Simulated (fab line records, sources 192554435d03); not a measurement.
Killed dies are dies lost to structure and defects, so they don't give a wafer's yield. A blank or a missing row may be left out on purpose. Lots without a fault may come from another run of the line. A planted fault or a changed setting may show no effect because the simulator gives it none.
Chamber matching | flow n5_finfet | N5_ZERO_LAYER_ETCH_18 on rie_si-01: 4 sister chambers
The step etches Si in HBr/Cl2, target depth 120 nm, time 40 s. 20 wafers are shown with their chamber, then 10 later ones without.

WAFERS WITH THEIR CHAMBER
wafer  | chamber | drypump_motor_current_A (A) | throttle_valve_pct (%) | oes_product_au (a.u.)
L074.2 | 0       | 5.7                         | 36.81                  | 1.011
L074.5 | 1       | 6.8                         | 36.53                  | 0.980
L074.6 | 2       | 5.5                         | 36.66                  | 1.033
L080.3 | 2       | 5.5                         | 36.65                  | 1.027
L080.5 | 1       | 6.8                         | 36.52                  | 0.981
L080.6 | 0       | 5.7                         | 36.79                  | 1.010
L082.1 | 1       | 6.8                         | 36.52                  | 0.987
L082.3 | 0       | 5.7                         | 36.81                  | 1.014
L082.4 | 2       | 5.5                         | 36.66                  | 1.030
L083.1 | 3       | 6.8                         | 36.45                  | 1.013
L083.4 | 1       | 6.7                         | 36.51                  | 0.984
L083.6 | 1       | 6.8                         | 36.51                  | 0.982
L086.1 | 2       | 5.5                         | 36.65                  | 1.030
L086.4 | 3       | 6.7                         | 36.46                  | 1.000
L086.6 | 3       | 6.7                         | 36.46                  | 1.004
L087.2 | 3       | 6.8                         | 36.47                  | 1.008
L087.3 | 2       | 5.5                         | 36.66                  | 1.027
L087.5 | 3       | 6.8                         | 36.44                  | 1.001
L088.2 | 1       | 6.8                         | 36.53                  | 0.983
L088.4 | 3       | 6.8                         | 36.45                  | 1.004

SIGNATURES (means of the wafers above)
reading                 | chamber 0 | chamber 1 | chamber 2 | chamber 3 | scatter within a chamber
drypump_motor_current_A | 5.700     | 6.783     | 5.500     | 6.767     | 0.0368
throttle_valve_pct      | 36.8033   | 36.5200   | 36.6560   | 36.4550   | 0.00914
oes_product_au          | 1.01167   | 0.98283   | 1.02940   | 1.00500   | 0.00336
Rule: a wafer's distance from a chamber is the root of the sum, over the readings, of the square of ((its reading less the chamber's mean) divided by the reading's scatter). The wafer belongs to the nearest chamber; if the next one is less than 2 further off, it can't be placed. The scatter: the root of (the sum of the squares of (reading less its chamber's mean) over the shown wafers, divided by (wafers less chambers)).

WAFERS WITHOUT THEIR CHAMBER
wafer  | drypump_motor_current_A (A) | throttle_valve_pct (%) | oes_product_au (a.u.)
L088.5 | 5.7                         | 36.80                  | 1.006
L089.2 | 5.7                         | 36.80                  | 1.009
L089.4 | 5.5                         | 36.64                  | 1.025
L089.5 | 5.7                         | 36.79                  | 1.020
L096.1 | 6.8                         | 36.51                  | 0.983
L096.2 | 6.8                         | 36.45                  | 1.002
L096.3 | 5.7                         | 36.80                  | 1.013
L097.4 | 5.7                         | 36.78                  | 1.013
L097.5 | 6.8                         | 36.52                  | 0.988
L097.6 | 5.7                         | 36.82                  | 1.005

WHICH CHAMBER EACH WENT THROUGH
wafer  | from the rows above | in truth
L088.5 | 0                   | 0
L089.2 | 0                   | 0
L089.4 | 2                   | 2
L089.5 | 0                   | 0
L096.1 | 1                   | 1
L096.2 | 3                   | 3
L096.3 | 0                   | 0
L097.4 | 0                   | 0
L097.5 | 1                   | 1
L097.6 | 0                   | 0
Placed correctly: 10 of 10. Can't be placed from these rows: 0. Placed wrongly: 0.
